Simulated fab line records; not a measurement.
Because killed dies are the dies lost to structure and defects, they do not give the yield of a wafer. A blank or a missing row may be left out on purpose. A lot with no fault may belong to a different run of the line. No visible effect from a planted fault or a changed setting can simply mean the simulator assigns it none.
Chamber matching || flow n5-finfet || 4 sister chambers for N5_BEOL_M0_STRIP_142 on rie-diel-01
The step strips in N2/H2, time 10 s. 20 wafers are shown with their chamber, then 10 later ones without.

## WAFERS PAIRED WITH THEIR CHAMBERS
{"wafer": "L074.2", "chamber": 3, "showerhead-plenum-p-Torr (Torr)": 2.51, "throttle-valve-pct (%)": 24.1, "oes-product-au (a.u.)": 0.71}
{"wafer": "L074.4", "chamber": 0, "showerhead-plenum-p-Torr (Torr)": 2.65, "throttle-valve-pct (%)": 23.8, "oes-product-au (a.u.)": 0.79}
{"wafer": "L074.5", "chamber": 2, "showerhead-plenum-p-Torr (Torr)": 2.59, "throttle-valve-pct (%)": 23.6, "oes-product-au (a.u.)": 0.95}
{"wafer": "L075.1", "chamber": 1, "showerhead-plenum-p-Torr (Torr)": 2.40, "throttle-valve-pct (%)": 23.2, "oes-product-au (a.u.)": 0.73}
{"wafer": "L075.3", "chamber": 2, "showerhead-plenum-p-Torr (Torr)": 2.59, "throttle-valve-pct (%)": 23.6, "oes-product-au (a.u.)": 0.94}
{"wafer": "L075.5", "chamber": 1, "showerhead-plenum-p-Torr (Torr)": 2.40, "throttle-valve-pct (%)": 23.2, "oes-product-au (a.u.)": 0.72}
{"wafer": "L077.2", "chamber": 3, "showerhead-plenum-p-Torr (Torr)": 2.51, "throttle-valve-pct (%)": 24.1, "oes-product-au (a.u.)": 0.71}
{"wafer": "L077.3", "chamber": 2, "showerhead-plenum-p-Torr (Torr)": 2.59, "throttle-valve-pct (%)": 23.6, "oes-product-au (a.u.)": 0.94}
{"wafer": "L077.4", "chamber": 1, "showerhead-plenum-p-Torr (Torr)": 2.40, "throttle-valve-pct (%)": 23.1, "oes-product-au (a.u.)": 0.72}
{"wafer": "L080.1", "chamber": 2, "showerhead-plenum-p-Torr (Torr)": 2.59, "throttle-valve-pct (%)": 23.6, "oes-product-au (a.u.)": 0.95}
{"wafer": "L080.2", "chamber": 3, "showerhead-plenum-p-Torr (Torr)": 2.51, "throttle-valve-pct (%)": 24.1, "oes-product-au (a.u.)": 0.71}
{"wafer": "L080.6", "chamber": 3, "showerhead-plenum-p-Torr (Torr)": 2.51, "throttle-valve-pct (%)": 24.1, "oes-product-au (a.u.)": 0.71}
{"wafer": "L084.1", "chamber": 3, "showerhead-plenum-p-Torr (Torr)": 2.51, "throttle-valve-pct (%)": 24.1, "oes-product-au (a.u.)": 0.70}
{"wafer": "L084.3", "chamber": 1, "showerhead-plenum-p-Torr (Torr)": 2.40, "throttle-valve-pct (%)": 23.2, "oes-product-au (a.u.)": 0.71}
{"wafer": "L084.6", "chamber": 2, "showerhead-plenum-p-Torr (Torr)": 2.59, "throttle-valve-pct (%)": 23.6, "oes-product-au (a.u.)": 0.91}
{"wafer": "L087.1", "chamber": 1, "showerhead-plenum-p-Torr (Torr)": 2.40, "throttle-valve-pct (%)": 23.2, "oes-product-au (a.u.)": 0.72}
{"wafer": "L087.3", "chamber": 3, "showerhead-plenum-p-Torr (Torr)": 2.50, "throttle-valve-pct (%)": 24.1, "oes-product-au (a.u.)": 0.70}
{"wafer": "L087.5", "chamber": 1, "showerhead-plenum-p-Torr (Torr)": 2.40, "throttle-valve-pct (%)": 23.2, "oes-product-au (a.u.)": 0.72}
{"wafer": "L089.3", "chamber": 0, "showerhead-plenum-p-Torr (Torr)": 2.64, "throttle-valve-pct (%)": 23.9, "oes-product-au (a.u.)": 0.78}
{"wafer": "L089.4", "chamber": 3, "showerhead-plenum-p-Torr (Torr)": 2.50, "throttle-valve-pct (%)": 24.1, "oes-product-au (a.u.)": 0.70}

SIGNATURES (averages over the wafers above)
{"reading": "showerhead-plenum-p-Torr", "chamber 0": 2.6450, "chamber 1": 2.4000, "chamber 2": 2.5900, "chamber 3": 2.5071, "scatter within a chamber": 0.00347}
{"reading": "throttle-valve-pct", "chamber 0": 23.850, "chamber 1": 23.183, "chamber 2": 23.600, "chamber 3": 24.100, "scatter within a chamber": 0.0289}
{"reading": "oes-product-au", "chamber 0": 0.7850, "chamber 1": 0.7200, "chamber 2": 0.9380, "chamber 3": 0.7057, "scatter within a chamber": 0.00969}
Rule: for each reading, subtract the chamber's mean from the wafer's reading, divide by that reading's scatter and square the result; add these up over the readings and take the root, which gives the wafer's distance from the chamber. If the next closest chamber is less than 2 further off than the closest, the wafer can't be placed; otherwise it belongs to the closest. How the scatter is found: for the shown wafers, subtract from each reading the mean of its chamber, square and add these, divide the total by (wafers less chambers), then take the root.

## WAFERS MISSING THEIR CHAMBER
{"wafer": "L089.6", "showerhead-plenum-p-Torr (Torr)": 2.50, "throttle-valve-pct (%)": 24.2, "oes-product-au (a.u.)": 0.69}
{"wafer": "L090.1", "showerhead-plenum-p-Torr (Torr)": 2.64, "throttle-valve-pct (%)": 23.9, "oes-product-au (a.u.)": 0.77}
{"wafer": "L090.4", "showerhead-plenum-p-Torr (Torr)": 2.39, "throttle-valve-pct (%)": 23.2, "oes-product-au (a.u.)": 0.70}
{"wafer": "L090.6", "showerhead-plenum-p-Torr (Torr)": 2.58, "throttle-valve-pct (%)": 23.6, "oes-product-au (a.u.)": 0.91}
{"wafer": "L094.2", "showerhead-plenum-p-Torr (Torr)": 2.39, "throttle-valve-pct (%)": 23.2, "oes-product-au (a.u.)": 0.71}
{"wafer": "L094.5", "showerhead-plenum-p-Torr (Torr)": 2.50, "throttle-valve-pct (%)": 24.2, "oes-product-au (a.u.)": 0.69}
{"wafer": "L094.6", "showerhead-plenum-p-Torr (Torr)": 2.63, "throttle-valve-pct (%)": 23.9, "oes-product-au (a.u.)": 0.77}
{"wafer": "L095.1", "showerhead-plenum-p-Torr (Torr)": 2.50, "throttle-valve-pct (%)": 24.1, "oes-product-au (a.u.)": 0.69}
{"wafer": "L095.3", "showerhead-plenum-p-Torr (Torr)": 2.39, "throttle-valve-pct (%)": 23.2, "oes-product-au (a.u.)": 0.71}
{"wafer": "L095.4", "showerhead-plenum-p-Torr (Torr)": 2.63, "throttle-valve-pct (%)": 23.9, "oes-product-au (a.u.)": 0.76}

## CHAMBER TAKEN BY EACH
{"wafer": "L089.6", "from the rows above": 3, "in truth": 3}
{"wafer": "L090.1", "from the rows above": 0, "in truth": 0}
{"wafer": "L090.4", "from the rows above": 1, "in truth": 1}
{"wafer": "L090.6", "from the rows above": 2, "in truth": 2}
{"wafer": "L094.2", "from the rows above": 1, "in truth": 1}
{"wafer": "L094.5", "from the rows above": 3, "in truth": 3}
{"wafer": "L094.6", "from the rows above": 0, "in truth": 0}
{"wafer": "L095.1", "from the rows above": 3, "in truth": 3}
{"wafer": "L095.3", "from the rows above": 1, "in truth": 1}
{"wafer": "L095.4", "from the rows above": 0, "in truth": 0}
Placed correctly: 10 of 10. Not placeable from these rows: 0. Number placed wrongly: 0.
